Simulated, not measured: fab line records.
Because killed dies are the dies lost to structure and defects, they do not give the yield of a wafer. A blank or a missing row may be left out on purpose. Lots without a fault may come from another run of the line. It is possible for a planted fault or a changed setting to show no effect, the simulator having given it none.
Split-lot experiment	flow n5Finfet	7 lots, 21 wafers read, on a route of 1938 steps

== THE SPLIT ==
At N5_BEOL_M2_COAT_62 (time 60 s, resist thk 12 nm), the setting spinRpm was moved away from the recipe's 1500 rpm on 6 of the 21 wafers read, by +4.3% to +10.6%. For the rest of the wafers, this setting stayed at what the recipe calls for.

== FROM THE SPLIT TO THE READING: what the file shows between them, 4 steps ==
- N5_BEOL_M2_COAT_73: time 60 s, resist thk 5 nm
- N5_BEOL_M2_COAT_05: resist thk 30 nm
- N5_BEOL_M2_DESCUM_16: chemistry O2, time 7 s
- N5_BEOL_M2_ETCH_74: etches underlayer in N2/H2, target depth 6.5 nm, time 5.2 s

== THE READING ==
etch.depthNm (the simulator's own value, which no gauge read), in nm, at N5_BEOL_M2_ETCH_63 (etches SiARC in CF4, target depth 15.6 nm, time 26 s). The file gives no usual value for it. Across the 15 wafers here that went through the recipe, the average is 11.99 nm and the standard deviation 0.03 nm.

wafer	tool, chamber at the split	spinRpm as run, rpm	against the recipe	etch.depthNm, nm	against lot-mates on the recipe
L079.1	lithoTrack-03, 0	1500	recipe	11.98	-
L079.2	lithoTrack-03, 0	1500	recipe	11.97	-
L079.5	lithoTrack-03, 0	1500	recipe	11.97	-
L081.1	lithoTrack-03, 0	1500	recipe	12	-
L081.4	lithoTrack-03, 0	1500	recipe	12.01	-
L081.5	lithoTrack-03, 0	1500	recipe	11.97	-
L082.2	lithoTrack-04, 0	1500	recipe	11.95	-
L082.4	lithoTrack-04, 0	1500	recipe	11.94	-
L082.5	lithoTrack-04, 0	1565	+4.3%	11.66	-0.29
L086.1	lithoTrack-04, 0	1659	+10.6%	11.42	-0.58
L086.5	lithoTrack-04, 0	1500	recipe	12	-
L086.6	lithoTrack-04, 0	1500	recipe	12	-
L087.1	lithoTrack-04, 0	1575	+5.0%	11.67	no lot-mate on the recipe
L087.2	lithoTrack-04, 0	1575	+5.0%	11.65	no lot-mate on the recipe
L087.5	lithoTrack-04, 0	1575	+5.0%	11.64	no lot-mate on the recipe
L090.1	lithoTrack-03, 0	1500	recipe	12.05	-
L090.5	lithoTrack-03, 0	1500	recipe	12.03	-
L090.6	lithoTrack-03, 0	1500	recipe	12.04	-
L096.2	lithoTrack-02, 0	1640	+9.3%	11.49	-0.50
L096.5	lithoTrack-02, 0	1500	recipe	12	-
L096.6	lithoTrack-02, 0	1500	recipe	11.98	-

THE FIT
A straight line over all 21 wafers: etch.depthNm changes by -0.058 nm for each +1% of spinRpm; r = -0.98; the points scatter about the line by 0.04 nm.
The same after taking each lot's own level away (the mean of its wafers on the recipe; 18 wafers): -0.055 nm for each +1%; r = -1.00; scatter 0.015 nm.
That fit puts the effect of the largest move of spinRpm on the reading at 0.58 nm.
Measured against the standard deviation above, the lots' own levels, which go from 11.945 to 12.040 nm, span 3.1 times it.
The two slopes are in agreement: the lot-to-lot level therefore moves the slope only a little.
Check: with one of the wafers moved furthest among these (+10.6%) left out of the fit, the line predicts -0.59 nm for it against its lot-mates. Against them it came out at -0.58 nm.

== OTHER SPLITS ON THESE WAFERS ==
These wafers also went through other splits before the reading. Each is held against what the fit with the lots' levels taken away leaves over:
other split on the same wafers	wafers away from the commonest value	r with etch.depthNm (lot level and that fit taken away)
N5_BEOL_M1_EXPOSE_25 doseMj	8	-0.01
N5_BEOL_M1_ETCH_70 sourceW	5	+0.26

== THE WHOLE CHAIN: every reading that the file lists as answering this split, in the file's order ==
step	what it does	reading	change (the file's fit)	r (the file's)
N5_BEOL_M2_COAT_62	time 60 s, resist thk 12 nm	SiARC_of_BEOL_M2_COAT_62.thkNm (the simulator's own value, which no gauge read)	-0.0627 nm for each +1% of the setting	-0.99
N5_BEOL_M2_ETCH_63	etches SiARC in CF4, target depth 15.6 nm, time 26 s	etch.depthNm (the simulator's own value, which no gauge read)	-0.0554 nm for each +1% of the setting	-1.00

== THE FILE'S OWN FIT ==
etch.depthNm changes by -0.0554 nm for each +1% of spinRpm, r = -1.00.
